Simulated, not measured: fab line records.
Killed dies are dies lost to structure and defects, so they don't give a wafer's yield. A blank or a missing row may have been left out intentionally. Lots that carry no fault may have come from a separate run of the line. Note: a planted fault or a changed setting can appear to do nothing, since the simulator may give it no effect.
Which tool is to blame? | flow n5_finfet | 27 wafers from 9 lots sampled at 5 of the route's 1938 steps

WHAT EACH GAUGE READ, for each wafer
N5_BEOL_M4_RC_MEAS_101.
lot  | measured     | on        | DIBL_N (mV/V)
L428 | day 8 14:56  | prober-02 | 35.3 35.4 36.0
L429 | day 9 02:19  | prober-02 | 36.2 37.7 35.9
L432 | day 9 10:04  | prober-01 | 34.1 35.3 36.0
L436 | day 11 03:59 | prober-01 | 34.5 37.0 35.2
L437 | day 11 08:32 | prober-01 | 33.6 34.7 33.2
L439 | day 11 08:53 | prober-02 | 36.8 36.6 38.6
L441 | day 12 10:29 | prober-02 | 35.5 36.6 37.5
L443 | day 12 11:29 | prober-02 | 36.4 35.6 35.2
L444 | day 12 15:20 | prober-02 | 34.5 34.9 34.1

TOOL THAT RAN EACH LOT (tool first, then ch and the chambers of the sampled wafers, then the start)
lot  | N5_BEOL_M3_PECVD_72             | N5_BEOL_M3_ETCH_63                 | N5_BEOL_M3_ETCH_64                 | N5_BEOL_M3_COAT_67
L428 | pecvd-03 ch 0,1,2, day 7 14:46  | rie_diel-01 ch 0,2, day 7 16:14    | rie_diel-01 ch 0,2, day 7 16:16    | litho_track-05 ch 0, day 7 16:39
L429 | pecvd-03 ch 0,2, day 7 18:00    | rie_diel-01 ch 0,2,3, day 7 20:20  | rie_diel-01 ch 0,2,3, day 7 20:22  | litho_track-05 ch 0, day 7 20:46
L432 | pecvd-03 ch 0,1,2, day 8 10:27  | rie_diel-04 ch 0,1,3, day 8 14:47  | rie_diel-04 ch 0,1,3, day 8 14:49  | litho_track-05 ch 0, day 8 15:13
L436 | pecvd-02 ch 0,2, day 9 22:37    | rie_diel-04 ch 0,2,3, day 10 03:42 | rie_diel-04 ch 0,2,3, day 10 03:44 | litho_track-05 ch 0, day 10 04:18
L437 | pecvd-01 ch 0,1,2, day 10 02:44 | rie_diel-03 ch 1,2, day 10 05:04   | rie_diel-03 ch 1,2, day 10 05:05   | litho_track-05 ch 0, day 10 05:34
L439 | pecvd-03 ch 0,2, day 10 08:23   | rie_diel-03 ch 0,2, day 10 10:52   | rie_diel-03 ch 0,2, day 10 10:54   | litho_track-02 ch 0, day 10 11:29
L441 | pecvd-03 ch 0,1,2, day 11 03:27 | rie_diel-04 ch 0,2,3, day 11 05:00 | rie_diel-04 ch 0,2,3, day 11 05:02 | litho_track-02 ch 0, day 11 05:26
L443 | pecvd-02 ch 0,1, day 11 08:14   | rie_diel-04 ch 1,3, day 11 09:01   | rie_diel-04 ch 1,3, day 11 09:02   | litho_track-01 ch 0, day 11 09:25
L444 | pecvd-03 ch 0,1, day 11 10:18   | rie_diel-01 ch 1,2,3, day 11 12:59 | rie_diel-01 ch 1,2,3, day 11 13:01 | litho_track-01 ch 0, day 11 13:23
- N5_BEOL_M3_PECVD_72: deposits SiO2 from TEOS/O2, target thk 16 nm, time 18 s.
- N5_BEOL_M3_ETCH_63: etches SiARC in CF4, target depth 15.6 nm, time 26 s.
- N5_BEOL_M3_ETCH_64: etches SOC in N2/H2, target depth 75 nm, overetch 15 nm, time 112.5 s.
- N5_BEOL_M3_COAT_67: time 60 s, resist thk 60 nm.

THE ANSWER, worked out from the rows above alone
Rule: what is usual is taken from the lots themselves. The widest of any qualifying gaps counts: lots, ordered by their means at a reading, are off when they make up no more than a third of the lots, leave a main group of 4 or more, and stand apart from it by 3 or more times the standard deviation of that group's means. Not used: any main group whose means are identical at the precision the tables above print for the reading. Also off: a lot with no number at a reading for which 4 or more lots have one. Where the step has rows for the other lots, those lots are counted as sound.
Across all readings shown, no lot is off: no conclusion can be drawn from this.

WHAT THE SIMULATOR HAD INSERTED
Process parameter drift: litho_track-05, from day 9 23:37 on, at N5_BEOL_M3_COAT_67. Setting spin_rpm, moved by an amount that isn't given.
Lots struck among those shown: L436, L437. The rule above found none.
